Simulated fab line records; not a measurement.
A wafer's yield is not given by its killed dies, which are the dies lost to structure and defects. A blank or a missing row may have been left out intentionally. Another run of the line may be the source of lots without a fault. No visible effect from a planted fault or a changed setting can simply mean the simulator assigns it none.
A sampling plan put to the test    flow nandHarc    each of the 16 faults these records tell of, on one fab line, judged from the records of the lots it struck
The plan consists of the line's own looks: route steps at which the wafer is read by a gauge or an inspection but not changed. A look is open to judgement when struck wafers have a number at it and the file gives its usual mean and standard deviation on fault-free wafers. Caught: the struck wafers' mean, at a look after the fault's first step, is 4 or more of those standard deviations (sigma) away from the usual mean. On the tool: the identical test, applied to the tool's own readings at the steps of the fault. It also counts as caught if the struck wafers ran another recipe or if their record alone is blank.

== THE FAULTS, as the simulator had put them in ==
1. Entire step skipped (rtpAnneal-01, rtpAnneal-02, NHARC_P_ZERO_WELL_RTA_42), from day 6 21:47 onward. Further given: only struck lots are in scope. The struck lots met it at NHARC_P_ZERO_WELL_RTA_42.
2. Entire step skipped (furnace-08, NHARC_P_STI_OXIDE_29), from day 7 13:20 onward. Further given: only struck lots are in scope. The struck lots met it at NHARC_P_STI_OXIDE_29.
3. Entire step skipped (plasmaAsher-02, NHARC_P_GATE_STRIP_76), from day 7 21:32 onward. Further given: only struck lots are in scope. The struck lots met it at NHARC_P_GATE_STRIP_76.
4. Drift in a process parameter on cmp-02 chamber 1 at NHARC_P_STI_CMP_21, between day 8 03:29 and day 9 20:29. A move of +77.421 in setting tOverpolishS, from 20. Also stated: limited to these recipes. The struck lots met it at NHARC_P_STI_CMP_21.
5. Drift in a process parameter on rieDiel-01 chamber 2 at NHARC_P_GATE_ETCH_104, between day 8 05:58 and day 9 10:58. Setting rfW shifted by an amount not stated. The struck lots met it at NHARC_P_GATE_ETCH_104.
6. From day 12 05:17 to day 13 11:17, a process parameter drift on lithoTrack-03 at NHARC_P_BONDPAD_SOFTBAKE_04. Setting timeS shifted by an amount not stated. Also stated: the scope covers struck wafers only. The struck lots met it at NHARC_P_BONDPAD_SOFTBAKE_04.
7. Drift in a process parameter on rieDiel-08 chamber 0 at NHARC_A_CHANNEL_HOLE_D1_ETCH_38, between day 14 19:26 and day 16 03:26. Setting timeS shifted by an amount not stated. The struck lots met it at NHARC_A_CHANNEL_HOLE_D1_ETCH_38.
8. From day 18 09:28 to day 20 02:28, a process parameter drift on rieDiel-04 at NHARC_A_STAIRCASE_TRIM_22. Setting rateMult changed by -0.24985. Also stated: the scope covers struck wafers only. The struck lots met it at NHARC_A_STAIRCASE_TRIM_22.
9. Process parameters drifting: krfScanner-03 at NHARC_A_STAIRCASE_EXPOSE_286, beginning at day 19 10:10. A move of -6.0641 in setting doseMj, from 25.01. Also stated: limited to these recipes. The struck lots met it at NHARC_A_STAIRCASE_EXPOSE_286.
10. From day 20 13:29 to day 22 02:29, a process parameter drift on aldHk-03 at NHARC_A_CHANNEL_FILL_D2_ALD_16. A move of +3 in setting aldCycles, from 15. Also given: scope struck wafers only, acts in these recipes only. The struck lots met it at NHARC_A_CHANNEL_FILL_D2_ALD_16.
11. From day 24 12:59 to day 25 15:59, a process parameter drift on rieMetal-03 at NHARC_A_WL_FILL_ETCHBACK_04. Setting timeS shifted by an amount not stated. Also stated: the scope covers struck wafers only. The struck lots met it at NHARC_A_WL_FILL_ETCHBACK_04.
12. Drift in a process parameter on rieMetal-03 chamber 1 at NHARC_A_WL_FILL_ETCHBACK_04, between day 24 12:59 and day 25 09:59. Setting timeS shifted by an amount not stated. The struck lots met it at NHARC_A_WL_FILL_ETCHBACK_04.
13. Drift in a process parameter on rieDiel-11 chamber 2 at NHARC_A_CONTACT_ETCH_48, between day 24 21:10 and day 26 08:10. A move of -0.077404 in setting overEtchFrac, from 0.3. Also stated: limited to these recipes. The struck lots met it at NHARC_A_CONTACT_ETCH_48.
14. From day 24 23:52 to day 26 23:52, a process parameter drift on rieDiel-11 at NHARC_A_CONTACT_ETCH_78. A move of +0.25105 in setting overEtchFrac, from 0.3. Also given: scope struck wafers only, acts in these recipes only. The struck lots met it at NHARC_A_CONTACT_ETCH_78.
15. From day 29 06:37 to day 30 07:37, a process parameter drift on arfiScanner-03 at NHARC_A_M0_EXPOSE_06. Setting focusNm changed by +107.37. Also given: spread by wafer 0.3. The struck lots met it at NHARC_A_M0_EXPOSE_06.
16. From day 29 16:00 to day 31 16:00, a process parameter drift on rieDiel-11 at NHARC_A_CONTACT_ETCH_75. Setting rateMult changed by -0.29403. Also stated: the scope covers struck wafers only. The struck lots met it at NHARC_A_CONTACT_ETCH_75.

== WHAT THE PLAN SAW ==
fault  on the tool itself                                first look that catches it                    reading, sigma                                           median hours from its first step to that look  hours from the fault's start to the first struck lot there  judged looks passed uncaught
1      the tool's record is blank for the struck wafers  no look after it can be judged                -                                                        -                                              -                                                           0
2      the tool's record is blank for the struck wafers  no look after it can be judged                -                                                        -                                              -                                                           0
3      the tool's record is blank for the struck wafers  no look after it can be judged                -                                                        -                                              -                                                           0
4      overpolishRunS +99 or beyond sigma                no look after it can be judged                -                                                        -                                              -                                                           0
5      rfFwdPowerW -77 sigma                             no look after it can be judged                -                                                        -                                              -                                                           0
6      heaterPowerTotalW +16 sigma                       not the one look that can be judged after it  -                                                        -                                              -                                                           1
7      runLengthS -44 sigma                              not the one look that can be judged after it  strongest: killedAtPeriphery at NHARC_END_SORT_01, +2.0  -                                              -                                                           1
8      oesProductAu -19 sigma                            not the one look that can be judged after it  -                                                        -                                              -                                                           1
9      exposureDoseMJCm2 -99 or beyond sigma             not the one look that can be judged after it  -                                                        -                                              -                                                           1
10     under 2 sigma                                     not the one look that can be judged after it  -                                                        -                                              -                                                           1
11     runLengthS -50 sigma                              not the one look that can be judged after it  -                                                        -                                              -                                                           1
12     runLengthS +9.0 sigma                             no look after it can be judged                -                                                        -                                              -                                                           0
13     under 2 sigma                                     no look after it can be judged                -                                                        -                                              -                                                           0
14     under 2 sigma                                     no look after it can be judged                -                                                        -                                              -                                                           0
15     exposureDoseMJCm2 +14 sigma                       NHARC_A_M0_CD_MEAS_09                         cdNm -31                                                 0.1                                            19                                                          0
16     oesProductAu -23 sigma                            NHARC_END_SORT_01                             killedAtArray +28                                        81.6                                           90                                                          0
A dash: the fault isn't caught, or these records don't give the number.

Caught at a look: 2 of 16. Caught on the tool: 13 of 16. By one or the other: 13 of 16.
Faults caught by the tool alone: 1, 2, 3, 4, 5, 6, 7, 8, 9, 11, 12.
Caught by neither: faults 10, 13, 14.

== THINNER SAMPLING ==
If the look that catches a fault measured only every second or every third lot, by lot number, the first struck lot would be measured this late in the worst case:
fault  struck lots at that look, in order of time  every lot  every second lot  every third lot
15     L684                                        19 h       may miss it       may miss it
16     L172, L174, L175                            90 h       104 h             may miss all 3
Hours count from the start of the fault until the first struck lot that is measured. Since the struck wafers were tested as one group against 4 sigma, a single lot by itself may lie under the limit. Other struck lots may not be in these records.

== THE LONGEST TIMED WAY FROM STEP TO LOOK ==
Fault 16: median gap of 81.6 hours between NHARC_A_CONTACT_ETCH_75 and NHARC_END_SORT_01. No look between them can be judged.
